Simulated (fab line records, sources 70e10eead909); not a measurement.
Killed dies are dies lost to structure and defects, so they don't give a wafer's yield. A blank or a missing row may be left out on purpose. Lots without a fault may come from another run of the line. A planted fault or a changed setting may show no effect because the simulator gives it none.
Which tool did it? | flow nand_harc | 12 lots, 36 wafers sampled, at 5 steps of a route of 1159

WHAT THE GAUGES READ, wafer by wafer
NHARC_END_WLT_00. Usual: VT_DECK1_BOTTOM 0.870, standard deviation 0.0068; VT_DECK1_BOTTOM_INNER 0.871, standard deviation 0.0071; VT_DECK1_MEDIAN_NEAR_BOTTOM 0.872, standard deviation 0.0071; VT_DECK1_MEDIAN_NEAR_BOTTOM_INNER 0.872, standard deviation 0.0074; VT_DECK1_MIDDLE 0.884, standard deviation 0.007; VT_DECK1_MIDDLE_INNER 0.884, standard deviation 0.0065; VT_DECK1_TOP 0.895, standard deviation 0.006; VT_DECK1_TOP_INNER 0.895, standard deviation 0.007.
lot  | measured     | on        | VT_DECK1_BOTTOM   | VT_DECK1_BOTTOM_INNER | VT_DECK1_MEDIAN_NEAR_BOTTOM | VT_DECK1_MEDIAN_NEAR_BOTTOM_INNER | VT_DECK1_MIDDLE   | VT_DECK1_MIDDLE_INNER | VT_DECK1_TOP      | VT_DECK1_TOP_INNER | flag
L986 | day 19 07:30 | prober-02 | 0.863 0.872 0.869 | 0.864 0.874 0.862     | 0.874 0.872 0.871           | 0.877 0.875 0.874                 | 0.872 0.878 0.882 | 0.887 0.888 0.883     | 0.889 0.890 0.892 | 0.892 0.903 0.895  |
L985 | day 19 07:53 | prober-01 | 0.867 0.856 0.866 | 0.879 0.866 0.863     | 0.864 0.869 0.861           | 0.872 0.865 0.869                 | 0.880 0.883 0.883 | 0.884 0.883 0.888     | 0.902 0.893 0.896 | 0.896 0.890 0.895  |
L988 | day 19 15:11 | prober-02 | 0.870 0.873 0.881 | 0.869 0.880 0.876     | 0.870 0.883 0.873           | 0.868 0.879 0.874                 | 0.883 0.885 0.881 | 0.880 0.894 0.892     | 0.898 0.898 0.897 | 0.900 0.894 0.904  |
L987 | day 19 18:56 | prober-01 | 0.865 0.869 0.862 | 0.862 0.860 0.851     | 0.865 0.864 0.860           | 0.861 0.869 0.862                 | 0.872 0.879 0.876 | 0.876 0.882 0.878     | 0.896 0.894 0.891 | 0.883 0.888 0.895  |
L991 | day 20 08:41 | prober-02 | 0.867 0.864 0.863 | 0.873 0.861 0.868     | 0.874 0.875 0.863           | 0.873 0.862 0.857                 | 0.885 0.880 0.876 | 0.879 0.876 0.874     | 0.896 0.896 0.895 | 0.890 0.896 0.896  |
L989 | day 20 02:14 | prober-01 | 0.875 0.868 0.875 | 0.876 0.875 0.874     | 0.876 0.874 0.877           | 0.870 0.873 0.876                 | 0.896 0.888 0.883 | 0.893 0.887 0.879     | 0.888 0.897 0.897 | 0.894 0.899 0.905  |
L993 | day 21 10:40 | prober-02 | 0.871 0.874 0.868 | 0.876 0.870 0.867     | 0.869 0.865 0.871           | 0.867 0.880 0.871                 | 0.888 0.879 0.883 | 0.878 0.887 0.886     | 0.896 0.900 0.899 | 0.898 0.902 0.895  |
L996 | day 21 19:53 | prober-01 | 0.860 0.877 0.864 | 0.870 0.875 0.869     | 0.866 0.878 0.862           | 0.867 0.888 0.869                 | 0.885 0.884 0.881 | 0.883 0.889 0.886     | 0.900 0.900 0.893 | 0.895 0.896 0.896  |
L999 | day 22 19:03 | prober-01 | 0.855 0.857 0.857 | 0.861 0.865 0.859     | 0.855 0.873 0.854           | 0.854 0.861 0.863                 | 0.876 0.873 0.874 | 0.877 0.880 0.873     | 0.885 0.882 0.874 | 0.891 0.883 0.879  |
L100 | day 22 21:02 | prober-02 | 0.865 0.870 0.869 | 0.869 0.868 0.857     | 0.870 0.868 0.869           | 0.867 0.865 0.853                 | 0.880 0.874 0.880 | 0.883 0.886 0.877     | 0.888 0.896 0.890 | 0.882 0.891 0.886  |
L101 | day 23 01:49 | prober-01 | 0.865 0.867 0.867 | 0.868 0.866 0.863     | 0.873 0.869 0.855           | 0.867 0.876 0.859                 | 0.879 0.882 0.880 | 0.880 0.879 0.889     | 0.895 0.899 0.890 | 0.894 0.891 0.892  |
L103 | day 23 20:01 | prober-01 | 0.882 0.873 0.875 | 0.886 0.876 0.869     | 0.881 0.876 0.874           | 0.882 0.881 0.879                 | 0.893 0.891 0.896 | 0.886 0.879 0.890     | 0.904 0.899 0.897 | 0.898 0.897 0.908  |

NHARC_END_SORT_01. Usual: killed_at_array 27, standard deviation 9.9; killed_at_other 0.6, standard deviation 0.84; killed_at_periphery 3.7, standard deviation 2.5; killed_dies 31, standard deviation 9.9; killed_open 3.0, standard deviation 1.6; killed_short 1.9, standard deviation 1.2.
lot  | measured     | on        | killed_at_array | killed_at_other | killed_at_periphery | killed_dies | killed_open | killed_short | flag
L993 | day 21 13:40 | prober-02 | 20 27 70        | 0 2 1           | 1 4 2               | 21 33 73    | 2 2 2       | 3 2 3        |
L996 | day 21 23:14 | prober-01 | 35 89 35        | 1 2 0           | 7 4 4               | 43 95 39    | 5 6 6       | 1 4 2        |

WHICH TOOL RAN EACH LOT (tool, then ch and the chambers of the sampled wafers, then the start)
lot  | NHARC_A_STAIRCASE_STRIP_317         | NHARC_THIN_TSV_ETCH_44             | NHARC_THIN_TSV_PRE_CLEAN_54
L986 | wet_bench-05 ch 3,6,7, day 11 22:47 | rie_diel-02 ch 0,1,2, day 18 11:51 | pvd_sputter-03, day 18 16:29
L985 | wet_bench-02 ch 0,3,5, day 11 23:01 | rie_diel-10 ch 1,2,3, day 18 13:11 | pvd_sputter-03, day 18 17:44
L988 | wet_bench-04 ch 0,1,3, day 12 01:22 | rie_diel-10 ch 2,3, day 18 23:34   | pvd_sputter-01, day 19 04:08
L987 | wet_bench-04 ch 1,4,7, day 12 11:46 | rie_diel-10 ch 0,1,3, day 19 07:04 | pvd_sputter-01, day 19 11:40
L991 | wet_bench-02 ch 0,1,4, day 12 21:34 | rie_diel-02 ch 1,3, day 19 19:31   | pvd_sputter-02, day 20 00:27
L989 | wet_bench-04 ch 1,3,4, day 13 02:26 | rie_diel-10 ch 1,2,3, day 19 13:02 | pvd_sputter-03, day 19 17:46
L993 | wet_bench-04 ch 0,1,5, day 14 07:53 | rie_diel-07 ch 0,2, day 21 01:23   | pvd_sputter-02, day 21 06:00
L996 | wet_bench-04 ch 1,3,5, day 14 11:04 | rie_diel-02 ch 0,3, day 21 07:05   | pvd_sputter-02, day 21 11:40
L999 | wet_bench-02 ch 2,6,7, day 15 04:20 | rie_diel-07 ch 0,2,3, day 22 04:52 | pvd_sputter-01, day 22 09:23
L100 | wet_bench-02 ch 0,4,5, day 15 09:53 | rie_diel-10 ch 2,3, day 22 05:57   | pvd_sputter-03, day 22 10:51
L101 | wet_bench-04 ch 0,2,7, day 15 13:07 | rie_diel-02 ch 1,3, day 22 11:20   | pvd_sputter-03, day 22 15:53
L103 | wet_bench-05 ch 1,2,6, day 16 09:32 | rie_diel-02 ch 0,2,3, day 23 08:51 | pvd_sputter-03, day 23 13:47
- NHARC_A_STAIRCASE_STRIP_317: strips in SPM, time 900 s.
- NHARC_THIN_TSV_ETCH_44: etches the open film in CF4/O2, target depth 1594.2 nm, time 797.1 s.
- NHARC_THIN_TSV_PRE_CLEAN_54: time 30 s.

WHAT THE TOOLS THEMSELVES READ (means of the sampled wafers that have a number; where no wafer has one, the mark that the record gives instead)
NHARC_THIN_TSV_ETCH_44. Usual: drypump_motor_current_A 5.7 A, standard deviation 0.37; oes_product_au 1.001 a.u., standard deviation 0.0095; rf_vpp_V 792 V, standard deviation 4.6; showerhead_plenum_p_Torr 1.80 Torr, standard deviation 0.073; throttle_valve_pct 16.914 %, standard deviation 0.0094.
lot  | tool        | drypump_motor_current_A (A) | oes_product_au (a.u.) | rf_vpp_V (V) | showerhead_plenum_p_Torr (Torr) | throttle_valve_pct (%) | flag
L986 | rie_diel-02 | 5.6                         | 0.994                 | 792          | 1.80                            | 16.917                 |
L985 | rie_diel-10 | 6.0                         | 1.002                 | 794          | 1.83                            | 16.915                 |
L988 | rie_diel-10 | 6.0                         | 1.007                 | 795          | 1.84                            | 16.916                 |
L987 | rie_diel-10 | 5.7                         | 1.010                 | 789          | 1.76                            | 16.910                 |
L991 | rie_diel-02 | 5.9                         | 0.998                 | 790          | 1.75                            | 16.916                 |
L989 | rie_diel-10 | 5.9                         | 0.998                 | 794          | 1.83                            | 16.914                 |
L993 | rie_diel-07 | 5.6                         | 1.009                 | 790          | 1.76                            | 16.910                 |
L996 | rie_diel-02 | 5.3                         | 1.004                 | 791          | 1.79                            | 16.918                 |
L999 | rie_diel-07 | 5.7                         | 1.000                 | 790          | 1.76                            | 16.900                 |
L100 | rie_diel-10 | 5.9                         | 0.998                 | 794          | 1.83                            | 16.918                 |
L101 | rie_diel-02 | 5.9                         | 0.990                 | 789          | 1.75                            | 16.913                 |
L103 | rie_diel-02 | 5.3                         | 1.002                 | 794          | 1.82                            | 16.920                 |

NHARC_THIN_TSV_PRE_CLEAN_54. Usual: heater_power_w 421 W, standard deviation 41.
lot  | tool           | heater_power_w (W) | flag
L986 | pvd_sputter-03 | 468                |
L985 | pvd_sputter-03 | 436                |
L988 | pvd_sputter-01 | 400                |
L987 | pvd_sputter-01 | 403                |
L991 | pvd_sputter-02 | 434                |
L989 | pvd_sputter-03 | 443                |
L993 | pvd_sputter-02 | 423                |
L996 | pvd_sputter-02 | 442                |
L999 | pvd_sputter-01 | 380                |
L100 | pvd_sputter-03 | 427                |
L101 | pvd_sputter-03 | 427                |
L103 | pvd_sputter-03 | 428                |

THE ANSWER, worked out from the rows above alone
Rule: a lot is off if the mean of its wafers that have a number lies more than 3 standard deviations from the usual mean. A lot without any number at a reading at which 4 lots or more have one is off too. The other lots that the step has rows for count as sound. The gauges are gone through in route order, then the tools' own readings, and for those a lot's mean is taken as printed above. The first step at which some lot is off is used, and at that step the reading that is off furthest; a lot without a number counts as furthest.
No lot is off at any reading shown: from this, nothing can be told.

WHAT THE SIMULATOR HAD PUT IN
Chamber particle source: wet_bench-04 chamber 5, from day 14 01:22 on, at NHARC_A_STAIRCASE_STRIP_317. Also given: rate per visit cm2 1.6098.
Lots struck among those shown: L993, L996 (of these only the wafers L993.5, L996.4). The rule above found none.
